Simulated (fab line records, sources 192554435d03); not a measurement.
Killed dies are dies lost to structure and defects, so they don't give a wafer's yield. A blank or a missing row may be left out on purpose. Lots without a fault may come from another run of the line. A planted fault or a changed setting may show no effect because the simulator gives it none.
Split-lot experiment | flow n5_finfet | 7 lots, 39 wafers read, on a route of 1938 steps

THE SPLIT
At N5_HKMG_FIN_EXPOSE_46 (exposes mask NDIPOLE), the setting dose_mj was moved away from the recipe's 40 on 18 of the 39 wafers read, by -6.5% to +7.3%. The other wafers ran this setting at the recipe's value.

FROM THE SPLIT TO THE READING: what the file shows between them, 2 steps
- N5_HKMG_FIN_PEB_47: peb time 60 s
- N5_HKMG_FIN_DEVELOP_48: develop time 30 s

THE READING
cd_nm, in nm, at N5_HKMG_FIN_CD_MEAS_49 (target cd 202 nm). Fault-free wafers of this fab line usually give 202.3 nm, standard deviation 0.58 nm.

wafer  | tool, chamber at the split | dose_mj as run | against the recipe | cd_nm, nm | against lot-mates on the recipe
L077.1 | arfi_scanner-03, 0         | 37.42          | -6.5%              | 198.9     | -3.8
L077.2 | arfi_scanner-03, 0         | 40             | recipe             | 202.8     | -
L077.3 | arfi_scanner-03, 0         | 40             | recipe             | 202.8     | -
L077.4 | arfi_scanner-03, 0         | 40             | recipe             | 202.6     | -
L077.5 | arfi_scanner-03, 0         | 37.42          | -6.5%              | 199.0     | -3.7
L077.6 | arfi_scanner-03, 0         | 37.42          | -6.5%              | 199.3     | -3.4
L078.1 | arfi_scanner-02, 0         | 40.94          | +2.3%              | 204.0     | +1.7
L078.2 | arfi_scanner-02, 0         | 40.94          | +2.3%              | 202.9     | +0.6
L078.3 | arfi_scanner-02, 0         | 40             | recipe             | 201.8     | -
L078.4 | arfi_scanner-02, 0         | 40             | recipe             | 202.5     | -
L078.5 | arfi_scanner-02, 0         | 40.94          | +2.3%              | 203.5     | +1.2
L078.6 | arfi_scanner-02, 0         | 40             | recipe             | 202.6     | -
L084.1 | arfi_scanner-03, 0         | 42.17          | +5.4%              | 205.9     | +3.8
L084.2 | arfi_scanner-03, 0         | 42.17          | +5.4%              | 204.7     | +2.6
L084.3 | arfi_scanner-03, 0         | 42.17          | +5.4%              | 205.5     | +3.4
L084.4 | arfi_scanner-03, 0         | 40             | recipe             | 202.3     | -
L084.5 | arfi_scanner-03, 0         | 40             | recipe             | 201.7     | -
L084.6 | arfi_scanner-03, 0         | 40             | recipe             | 202.3     | -
L086.1 | arfi_scanner-01, 0         | 40             | recipe             | 202.5     | -
L086.2 | arfi_scanner-01, 0         | 41.47          | +3.7%              | 203.8     | +1.5
L086.3 | arfi_scanner-01, 0         | 40             | recipe             | 202.2     | -
L086.4 | arfi_scanner-01, 0         | 41.47          | +3.7%              | 203.3     | +1.0
L086.5 | arfi_scanner-01, 0         | 41.47          | +3.7%              | 204.5     | +2.2
L086.6 | arfi_scanner-01, 0         | 40             | recipe             | 202.2     | -
L093.1 | arfi_scanner-02, 0         | 40.83          | +2.1%              | 204.2     | +1.6
L093.2 | arfi_scanner-02, 0         | 40             | recipe             | 202.2     | -
L093.3 | arfi_scanner-02, 0         | 40.83          | +2.1%              | 203.9     | +1.3
L093.4 | arfi_scanner-02, 0         | 40             | recipe             | 202.3     | -
L093.5 | arfi_scanner-02, 0         | 40.83          | +2.1%              | 203.3     | +0.7
L093.6 | arfi_scanner-02, 0         | 40             | recipe             | 203.3     | -
L094.1 | arfi_scanner-02, 0         | 42.92          | +7.3%              | 206.4     | +4.4
L094.2 | arfi_scanner-02, 0         | 40             | recipe             | 202.1     | -
L094.3 | arfi_scanner-02, 0         | 42.92          | +7.3%              | 206.8     | +4.8
L094.4 | arfi_scanner-02, 0         | 40             | recipe             | 202.1     | -
L094.5 | arfi_scanner-02, 0         | 40             | recipe             | 201.8     | -
L094.6 | arfi_scanner-02, 0         | 42.92          | +7.3%              | 206.0     | +4.0
L095.3 | arfi_scanner-02, 0         | 40             | recipe             | 203.1     | -
L095.4 | arfi_scanner-02, 0         | 40             | recipe             | 202.5     | -
L095.6 | arfi_scanner-02, 0         | 40             | recipe             | 202.5     | -

THE FIT
A straight line over all 39 wafers: cd_nm changes by +0.526 nm for each +1% of dose_mj; r = +0.97; the points scatter about the line by 0.45 nm.
The same after taking each lot's own level away (the mean of its wafers on the recipe; 39 wafers): +0.575 nm for each +1%; r = +0.98; scatter 0.4 nm.
On that fit, the largest move of dose_mj shifts the reading by 4.2 nm.
The lots' own levels span 202.00 to 202.73 nm, that is 1.3 times the standard deviation above.
So the lot-to-lot level changes the slope little: the two slopes agree.
Check: with one of the wafers moved furthest among these (+7.3%) left out of the fit, the line predicts +4.14 nm for it against its lot-mates. It came out at +4.4 nm against them.

OTHER SPLITS ON THESE WAFERS
These wafers also went through other splits before the reading. Each is held against what the fit with the lots' levels taken away leaves over:
other split on the same wafers       | wafers away from the commonest value | r with cd_nm (lot level and that fit taken away)
N5_DUMMY_GATE_ETCH_31 target_depth_a | 12                                   | -0.18
N5_DUMMY_GATE_ETCH_42 bias_w         | 12                                   | -0.22
N5_SD_EPI_N_EPI_21 time_s            | 12                                   | -0.13

THE WHOLE CHAIN: every reading that the file lists as answering this split, in the file's order
step                   | what it does                                           | reading                                                                | change (the file's fit)               | r (the file's)
N5_HKMG_FIN_CD_MEAS_49 | target cd 202 nm                                       | cd_nm                                                                  | +0.574 nm for each +1% of the setting | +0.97
N5_HKMG_FIN_ETCH_54    | etches SiARC in CF4, target depth 45.5 nm, time 75.8 s | HKMG_FIN.cd_offset_nm (the simulator's own value, which no gauge read) | +0.591 nm for each +1% of the setting | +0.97

THE FILE'S OWN FIT
cd_nm changes by +0.574 nm for each +1% of dose_mj, r = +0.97.
